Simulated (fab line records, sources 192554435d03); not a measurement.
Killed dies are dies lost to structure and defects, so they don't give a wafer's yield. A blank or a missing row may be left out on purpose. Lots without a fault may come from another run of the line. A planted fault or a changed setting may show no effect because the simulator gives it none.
Split-lot experiment | flow n5_finfet | 7 lots, 21 wafers read, on a route of 1938 steps

THE SPLIT
At N5_MOL_CONTACT_COAG_EXPOSE_81 (exposes mask VG, defocus 0 nm), the setting dose_mj was moved away from the recipe's 59.5 on 8 of the 21 wafers read, by -7.2% to +6.1%. The other wafers ran this setting at the recipe's value.

FROM THE SPLIT TO THE READING: what the file shows between them, 5 steps
- N5_MOL_CONTACT_COAG_PEB_82: peb time 60 s
- N5_MOL_CONTACT_COAG_DEVELOP_83: develop time 30 s
- N5_MOL_CONTACT_COAG_CD_MEAS_84: target cd 25.1 nm
- N5_MOL_CONTACT_COAG_PRECLEAN_144: cleans in alkaline clean, time 60 s
- N5_MOL_CONTACT_COAG_SRD_145: time 30 s

THE READING
cd_nm, in nm, at N5_MOL_CONTACT_COAG_CD_MEAS_137 (target cd 16 nm). Fault-free wafers of this fab line usually give 15.8 nm, standard deviation 0.37 nm.

wafer  | tool, chamber at the split | dose_mj as run | against the recipe | cd_nm, nm | against lot-mates on the recipe
L075.1 | euv_scanner-02, 0          | 56.62          | -4.8%              | 14.4      | -1.1
L075.2 | euv_scanner-02, 0          | 59.5           | recipe             | 15.2      | -
L075.4 | euv_scanner-02, 0          | 59.5           | recipe             | 15.8      | -
L078.2 | euv_scanner-02, 0          | 63.15          | +6.1%              | 16.9      | +1.1
L078.5 | euv_scanner-02, 0          | 63.15          | +6.1%              | 17.1      | +1.3
L078.6 | euv_scanner-02, 0          | 59.5           | recipe             | 15.8      | -
L079.1 | euv_scanner-02, 0          | 61.76          | +3.8%              | 16.8      | +1.1
L079.3 | euv_scanner-02, 0          | 59.5           | recipe             | 15.7      | -
L079.4 | euv_scanner-02, 0          | 61.76          | +3.8%              | 16.8      | +1.1
L080.2 | euv_scanner-01, 0          | 59.5           | recipe             | 16.2      | -
L080.3 | euv_scanner-01, 0          | 59.5           | recipe             | 15.7      | -
L080.5 | euv_scanner-01, 0          | 56.77          | -4.6%              | 14.7      | -1.2
L082.3 | euv_scanner-01, 0          | 59.5           | recipe             | 15.5      | -
L082.4 | euv_scanner-01, 0          | 59.5           | recipe             | 15.4      | -
L082.5 | euv_scanner-01, 0          | 59.5           | recipe             | 15.4      | -
L088.1 | euv_scanner-01, 0          | 59.5           | recipe             | 15.2      | -
L088.5 | euv_scanner-01, 0          | 59.5           | recipe             | 16.0      | -
L088.6 | euv_scanner-01, 0          | 55.61          | -6.5%              | 14.0      | -1.6
L089.1 | euv_scanner-01, 0          | 59.5           | recipe             | 16.2      | -
L089.4 | euv_scanner-01, 0          | 59.5           | recipe             | 15.8      | -
L089.6 | euv_scanner-01, 0          | 55.22          | -7.2%              | 13.9      | -2.1

THE FIT
A straight line over all 21 wafers: cd_nm changes by +0.243 nm for each +1% of dose_mj; r = +0.95; the points scatter about the line by 0.28 nm.
The same after taking each lot's own level away (the mean of its wafers on the recipe; 21 wafers): +0.245 nm for each +1%; r = +0.96; scatter 0.24 nm.
On that fit, the largest move of dose_mj shifts the reading by 1.8 nm.
The lots' own levels span 15.43 to 16.00 nm, that is 1.5 times the standard deviation above.
So the lot-to-lot level changes the slope little: the two slopes agree.
Check: with one of the wafers moved furthest among these (-7.2%) left out of the fit, the line predicts -1.69 nm for it against its lot-mates. It came out at -2.1 nm against them.

THE WHOLE CHAIN: every reading that the file lists as answering this split, in the file's order
step                            | what it does      | reading | change (the file's fit)               | r (the file's)
N5_MOL_CONTACT_COAG_CD_MEAS_84  | target cd 25.1 nm | cd_nm   | +0.216 nm for each +1% of the setting | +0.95
N5_MOL_CONTACT_COAG_CD_MEAS_137 | target cd 16 nm   | cd_nm   | +0.252 nm for each +1% of the setting | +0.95

THE FILE'S OWN FIT
cd_nm changes by +0.252 nm for each +1% of dose_mj, r = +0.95.
